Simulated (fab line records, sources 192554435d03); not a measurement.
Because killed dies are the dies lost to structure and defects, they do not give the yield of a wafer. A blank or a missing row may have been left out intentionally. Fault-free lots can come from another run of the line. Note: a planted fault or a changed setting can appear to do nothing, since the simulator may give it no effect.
Split-lot trial	flow n5 finfet	7 lots, 39 wafers read, on a route of 1938 steps

== ON THE SPLIT ==
At N5_BEOL_M7_DESCUM_33 (chemistry O2, time 7 s), the setting time s was moved away from the recipe's 7 s on 18 of the 39 wafers read, by -55.4% to -19.1%. All remaining wafers had this setting at the recipe value.

== FROM THE SPLIT TO THE READING: what the file shows between them, 2 steps ==
- N5_BEOL_M7_ETCH_72: etches underlayer in N2/H2, target depth 6.5 nm, time 5.2 s
- N5_BEOL_M7_ETCH_65: etches SiARC in CF4, target depth 15.6 nm, time 26 s

== THE READING ==
BEOL_M7.cd nm (the simulator's own value, which no gauge read), in nm, at N5_BEOL_M7_ETCH_66 (etches SOC in N2/H2, target depth 80 nm, overetch 16 nm, time 120 s). The file gives no usual value for it. Average 40.1 nm, standard deviation 0.15 nm, over the 21 wafers here run with the recipe.

wafer	tool, chamber at the split	time s as run, s	against the recipe	BEOL_M7.cd nm, nm	against lot-mates on the recipe
L083.1	rie diel-06, 3	3.363	-52.0%	39.6	-0.5
L083.2	rie diel-06, 1,2	7	recipe	40	-
L083.3	rie diel-06, 1,2	7	recipe	40	-
L083.4	rie diel-06, 0	7	recipe	40.2	-
L083.5	rie diel-06, 3,2	3.363	-52.0%	39.8	-0.3
L083.6	rie diel-06, 3,2	3.363	-52.0%	39.4	-0.7
L085.1	rie diel-06, 3	4.567	-34.8%	39.8	-0.2
L085.2	rie diel-06, 2	7	recipe	40	-
L085.5	rie diel-06, 2,3	7	recipe	40	-
L085.6	rie diel-06, 2,3	7	recipe	40	-
L085.3	rie diel-06, 0	4.567	-34.8%	39.6	-0.4
L085.4	rie diel-06, 1	4.567	-34.8%	39.6	-0.4
L086.1	rie diel-06, 0,2	7	recipe	40.2	-
L086.2	rie diel-06, 1	3.51	-49.9%	39.8	-0.3
L086.3	rie diel-06, 2,3	3.51	-49.9%	39.6	-0.5
L086.4	rie diel-06, 2,3	3.51	-49.9%	39.6	-0.5
L086.5	rie diel-06, 3	7	recipe	40	-
L086.6	rie diel-06, 0,2	7	recipe	40	-
L088.1	rie diel-02, 0,1	7	recipe	40.2	-
L088.4	rie diel-02, 2	7	recipe	39.8	-
L088.5	rie diel-02, 0,1	7	recipe	39.8	-
L087.1	rie diel-02, 2,1,3	3.121	-55.4%	39.4	-0.7
L087.6	rie diel-02, 2,1,3	3.121	-55.4%	39.4	-0.7
L087.2	rie diel-02, 0	7	recipe	40	-
L087.5	rie diel-02, 0	7	recipe	40	-
L087.3	rie diel-02, 2,1,3	3.121	-55.4%	39.2	-0.9
L087.4	rie diel-02, 3	7	recipe	40.2	-
L091.1	rie diel-05, 2	7	recipe	40.2	-
L091.5	rie diel-05, 0,2	7	recipe	40.2	-
L091.2	rie diel-05, 0,2	7	recipe	40.4	-
L091.3	rie diel-05, 3	3.96	-43.4%	40	-0.3
L091.4	rie diel-05, 1	3.96	-43.4%	39.8	-0.5
L091.6	rie diel-05, 1	3.96	-43.4%	39.6	-0.7
L095.1	rie diel-06, 1	7	recipe	40.2	-
L095.3	rie diel-06, 0,3	7	recipe	40.2	-
L095.5	rie diel-06, 0,3	7	recipe	40.2	-
L095.2	rie diel-06, 3	5.662	-19.1%	39.8	-0.4
L095.4	rie diel-06, 2	5.662	-19.1%	40	-0.2
L095.6	rie diel-06, 2	5.662	-19.1%	40	-0.2
Rows listing several chambers each stand for several wafers; the file does not say which wafer went through which chamber.

FIT RESULTS
A straight line over all 39 wafers: BEOL_M7.cd nm changes by +0.0102 nm for each +1% of time s; r = +0.83; the points scatter about the line by 0.16 nm.
The same after taking each lot's own level away (the mean of its wafers on the recipe; 39 wafers): +0.0103 nm for each +1%; r = +0.88; scatter 0.13 nm.
Per that fit: largest time s move, reading shift of 0.57 nm.
The span of the lots' own levels, 39.93 to 40.27 nm, comes to 2.3 times the standard deviation stated above.
So the lot-to-lot level changes the slope little: the two slopes agree.
Check: for one of the wafers moved furthest among these (-55.4%), held out of the fit, the line's prediction against its lot-mates is -0.566 nm. It came out at -0.667 nm against them.

== THESE WAFERS: OTHER SPLITS ==
These wafers also went through other splits before the reading. Each is held against what the fit with the lots' levels taken away leaves over:
other split on the same wafers	wafers away from the commonest value	r with BEOL_M7.cd nm (lot level and that fit taken away)
N5_FIN_SAQP_ETCH_65 time s	15	-0.10
N5_MOL_CONTACT_COAG_ALD_27 ald cycles	9	+0.09
N5_BEOL_M1_ILD_DEP_00 time s	15	-0.05
N5_BEOL_M4_ILD_DEP_00 time s	12	+0.04

== THE WHOLE CHAIN: every reading that the file lists as answering this split, in the file's order ==
step	what it does	reading	change (the file's fit)	r (the file's)
N5_BEOL_M7_DESCUM_33	chemistry O2, time 7 s	CAR-EUV_of_BEOL_M7_COAT_22.thk nm (the simulator's own value, which no gauge read)	-0.0357 nm for each +1% of the setting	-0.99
N5_BEOL_M7_DESCUM_33	chemistry O2, time 7 s	BEOL_M7.cd nm (the simulator's own value, which no gauge read)	+0.00917 nm for each +1% of the setting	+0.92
N5_BEOL_M7_ETCH_72	etches underlayer in N2/H2, target depth 6.5 nm, time 5.2 s	CAR-EUV_of_BEOL_M7_COAT_22.thk nm (the simulator's own value, which no gauge read)	-0.0339 nm for each +1% of the setting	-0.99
N5_BEOL_M7_ETCH_72	etches underlayer in N2/H2, target depth 6.5 nm, time 5.2 s	BEOL_M7.cd nm (the simulator's own value, which no gauge read)	+0.00883 nm for each +1% of the setting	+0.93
N5_BEOL_M7_ETCH_65	etches SiARC in CF4, target depth 15.6 nm, time 26 s	BEOL_M7.cd nm (the simulator's own value, which no gauge read)	+0.00957 nm for each +1% of the setting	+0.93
N5_BEOL_M7_ETCH_66	etches SOC in N2/H2, target depth 80 nm, overetch 16 nm, time 120 s	BEOL_M7.cd nm (the simulator's own value, which no gauge read)	+0.0104 nm for each +1% of the setting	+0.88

== FILE'S OWN FIT ==
BEOL_M7.cd nm changes by +0.0104 nm for each +1% of time s, r = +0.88.
